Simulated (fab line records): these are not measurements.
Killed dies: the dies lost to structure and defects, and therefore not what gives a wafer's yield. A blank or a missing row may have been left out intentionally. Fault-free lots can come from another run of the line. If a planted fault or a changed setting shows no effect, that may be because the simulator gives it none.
Which tool is to blame? ; flow nand_harc ; Sampling: 11 lots, 33 wafers, 5 of 1302 route steps

== WHAT THE GAUGES READ, wafer by wafer ==
NHARC_END_SORT_01. Usual: defect_limited_yield is 90.1 % with standard deviation 2.6, killed_at_array is 63 with standard deviation 17, killed_at_other is 0.8 with standard deviation 1.1, killed_at_periphery is 3.5 with standard deviation 3, killed_dies is 67 with standard deviation 17, killed_open is 3.1 with standard deviation 1.6, and killed_short is 2.6 with standard deviation 1.4.
lot;measured;on;defect_limited_yield (%);killed_at_array;killed_at_other;killed_at_periphery;killed_dies;killed_open;killed_short;flag
L409;day 30 02:14;prober-01;87.6 87.0 86.3;64 73 77;3 1 1;17 14 15;84 88 93;0 2 2;0 3 2;OFF

== EACH LOT AND THE TOOL THAT RAN IT (in order: tool; ch and the chambers of the sampled wafers; start) ==
lot;NHARC_A_M0_ANNEAL_30;NHARC_A_M0_DEP_32;NHARC_A_M1_ETCH_35;NHARC_A_M1_STRIP_18
L397;rtp_anneal-01 ch 0, day 23 18:52;pecvd-01 ch 0,1, day 23 19:52;rie_diel-04 ch 1,2, day 23 21:16;rie_diel-12 ch 0,1, day 23 21:35
L399;rtp_anneal-02 ch 0, day 24 00:47;pecvd-01 ch 0,1,2, day 24 01:50;rie_diel-04 ch 0,1, day 24 03:21;rie_diel-12 ch 0,2,3, day 24 03:38
L401;rtp_anneal-01 ch 0, day 24 22:02;pecvd-02 ch 0,1,2, day 24 23:01;rie_diel-04 ch 0,1,3, day 25 00:31;rie_diel-04 ch 0,2,3, day 25 00:49
L404;rtp_anneal-02 ch 0, day 26 23:18;pecvd-02 ch 0,1, day 27 00:19;rie_diel-04 ch 1,2, day 27 01:47;rie_diel-02 ch 1,3, day 27 02:05
L409;rtp_anneal-01 ch 0, day 28 12:18;pecvd-03 ch 0,1,2, day 28 13:19;rie_diel-04 ch 2,3, day 28 14:48;rie_diel-12 ch 0,1,3, day 28 15:05
L408;rtp_anneal-02 ch 0, day 28 21:10;pecvd-02 ch 0,2, day 28 22:05;rie_diel-04 ch 0,1,3, day 28 23:35;rie_diel-12 ch 0,2,3, day 28 23:52
L410;rtp_anneal-01 ch 0, day 29 05:38;pecvd-02 ch 0,1,2, day 29 06:36;rie_diel-02 ch 0,2,3, day 29 08:05;rie_diel-02 ch 1,2,3, day 29 08:25
L414;rtp_anneal-02 ch 0, day 30 15:11;pecvd-01 ch 0,2, day 30 16:03;rie_diel-02 ch 0,3, day 30 17:33;rie_diel-12 ch 0,1,3, day 30 17:50
L413;rtp_anneal-02 ch 0, day 30 19:34;pecvd-03 ch 0,1,2, day 30 20:32;rie_diel-02 ch 1,2,3, day 30 21:56;rie_diel-12 ch 0,1,3, day 30 22:14
L417;rtp_anneal-02 ch 0, day 31 14:46;pecvd-01 ch 0,1,2, day 31 15:46;rie_diel-04 ch 0,1,2, day 31 17:14;rie_diel-12 ch 0,1,2, day 31 17:31
L418;rtp_anneal-01 ch 0, day 32 11:50;pecvd-03 ch 0,1,2, day 32 12:52;rie_diel-02 ch 1,2,3, day 32 14:20;rie_diel-12 ch 0,3, day 32 14:38
- NHARC_A_M0_ANNEAL_30: time 90 s.
- NHARC_A_M0_DEP_32: deposits SiCN, target thk 30 nm.
- NHARC_A_M1_ETCH_35: etches the open film in N2/H2, target depth 40 nm, overetch 12 nm, time 43.94 s.
- NHARC_A_M1_STRIP_18: strips in N2/H2.

== AS READ BY THE TOOLS THEMSELVES (means over the sampled wafers that have a number; for cases with no such wafer, the mark the record gives instead) ==
NHARC_A_M0_ANNEAL_30. Usual: 226.00 for wafer_temp_C_max, sd 0.25.
lot;tool;wafer_temp_C_max;flag
L397;rtp_anneal-01;226.33;
L399;rtp_anneal-02;225.92;
L401;rtp_anneal-01;225.88;
L404;rtp_anneal-02;225.83;
L409;rtp_anneal-01;225.95;
L408;rtp_anneal-02;225.98;
L410;rtp_anneal-01;225.81;
L414;rtp_anneal-02;225.88;
L413;rtp_anneal-02;225.82;
L417;rtp_anneal-02;226.10;
L418;rtp_anneal-01;226.31;

NHARC_A_M0_DEP_32. Usual: heater_power_w 551 W, standard deviation 70; showerhead_vpp_V 1331 V, standard deviation 66.
lot;tool;heater_power_w (W);showerhead_vpp_V (V);flag
L397;pecvd-01;544;1273;
L399;pecvd-01;567;1306;
L401;pecvd-02;569;1348;
L404;pecvd-02;576;1368;
L409;pecvd-03;534;1336;
L408;pecvd-02;624;1316;
L410;pecvd-02;534;1346;
L414;pecvd-01;499;1332;
L413;pecvd-03;551;1322;
L417;pecvd-01;575;1318;
L418;pecvd-03;609;1326;

NHARC_A_M1_ETCH_35. Usual: drypump_motor_current_A 5.7 A, standard deviation 0.42; mfc_ar_sccm 0.010 sccm, standard deviation 0.014; n2_flow_sccm 150.0 sccm, standard deviation 0.47; oes_product_au 1.003 a.u., standard deviation 0.011; rf_vpp_V 430.8 V, standard deviation 2; run_length_s 65.2 s, standard deviation 0.37; showerhead_plenum_p_Torr 2.05 Torr, standard deviation 0.065; throttle_valve_pct 14.170 %, standard deviation 0.0096.
lot;tool;drypump_motor_current_A (A);mfc_ar_sccm (sccm);n2_flow_sccm (sccm);oes_product_au (a.u.);rf_vpp_V (V);run_length_s (s);showerhead_plenum_p_Torr (Torr);throttle_valve_pct (%);flag
L397;rie_diel-04;6.0;0.001;150.5;1.003;430.5;65.3;2.05;14.166;
L399;rie_diel-04;5.9;0.019;150.1;1.007;432.3;65.3;2.09;14.180;
L401;rie_diel-04;5.6;0.011;150.0;1.001;432.1;65.1;2.12;14.174;
L404;rie_diel-04;6.1;0.001;150.3;1.005;431.7;65.4;2.05;14.164;
L409;rie_diel-04;6.0;0.001;149.7;0.997;432.1;61.9;2.07;14.168;OFF
L408;rie_diel-04;5.6;0.011;150.3;1.001;432.4;58.2;2.11;14.162;OFF
L410;rie_diel-02;5.7;0.014;149.8;1.009;430.5;65.4;2.05;14.161;
L414;rie_diel-02;5.9;0.015;150.2;1.002;430.5;65.6;2.04;14.171;
L413;rie_diel-02;5.5;0.013;150.2;1.008;430.1;65.1;2.02;14.176;
L417;rie_diel-04;6.0;0.010;150.5;1.011;431.9;65.5;2.07;14.163;
L418;rie_diel-02;5.5;0.013;150.0;1.007;429.7;65.3;2.02;14.165;

NHARC_A_M1_STRIP_18. Usual: drypump_motor_current_A is 5.6 A with standard deviation 0.35, mfc_ar_sccm is 0.012 sccm with standard deviation 0.014, n2_flow_sccm is 150.0 sccm with standard deviation 0.44, oes_product_au is 1.003 a.u. with standard deviation 0.01, rf_vpp_V is 90.6 V with standard deviation 0.95, showerhead_plenum_p_Torr is 2.03 Torr with standard deviation 0.072, and throttle_valve_pct is 14.171 % with standard deviation 0.009.
lot;tool;drypump_motor_current_A (A);mfc_ar_sccm (sccm);n2_flow_sccm (sccm);oes_product_au (a.u.);rf_vpp_V (V);showerhead_plenum_p_Torr (Torr);throttle_valve_pct (%);flag
L397;rie_diel-12;5.7;0.006;149.5;1.008;90.8;2.00;14.169;
L399;rie_diel-12;5.6;0.010;149.8;1.000;90.4;2.02;14.174;
L401;rie_diel-04;5.9;0.010;149.8;0.998;91.1;2.09;14.166;
L404;rie_diel-02;5.7;0.026;150.2;0.998;90.8;2.03;14.179;
L409;rie_diel-12;5.6;0.016;150.0;1.018;91.0;2.05;14.169;
L408;rie_diel-12;5.6;0.010;149.9;1.011;90.9;2.02;14.173;
L410;rie_diel-02;5.5;0.013;150.1;1.001;90.8;2.02;14.172;
L414;rie_diel-12;5.6;0.016;149.5;1.011;91.0;2.05;14.172;
L413;rie_diel-12;5.6;0.016;150.3;1.015;90.9;2.05;14.173;
L417;rie_diel-12;5.4;0.006;150.0;1.009;90.8;1.98;14.178;
L418;rie_diel-12;5.8;0.010;149.7;1.006;89.8;2.03;14.173;

== THE ANSWER, worked out from the rows above alone ==
Rule: a lot counts as off when the mean over its wafers that have a number is more than 3 standard deviations away from the usual mean. Also off: a lot with no number at a reading for which 4 or more lots have one. The other lots that the step has rows for count as sound. Order of review: gauges by route order, followed by the tools' own readings, for which a lot's mean as printed above is used. At the first step where some lot is off, the reading lying furthest off is the one used; lots without a number count as furthest.
Off at NHARC_END_SORT_01 (killed_at_periphery): L409. Neither off nor sound, because the step has no rows for them: L397, L399, L401, L404, L408, L410, L414, L413, L417, L418.
If a tool, at a process step before that reading, ran all the lots that are off and no sound lot after the first of them, it fits. The gauges at NHARC_END_SORT_01 aren't tried: what is off there is off at NHARC_A_M1_ETCH_35 too, on other tools, and a gauge's error can't cause that. Can't be told from this: 4 tools fit, rtp_anneal-01 at NHARC_A_M0_ANNEAL_30, pecvd-03 at NHARC_A_M0_DEP_32, rie_diel-04 at NHARC_A_M1_ETCH_35, rie_diel-12 at NHARC_A_M1_STRIP_18.

== WHAT WAS PUT IN BY THE SIMULATOR ==
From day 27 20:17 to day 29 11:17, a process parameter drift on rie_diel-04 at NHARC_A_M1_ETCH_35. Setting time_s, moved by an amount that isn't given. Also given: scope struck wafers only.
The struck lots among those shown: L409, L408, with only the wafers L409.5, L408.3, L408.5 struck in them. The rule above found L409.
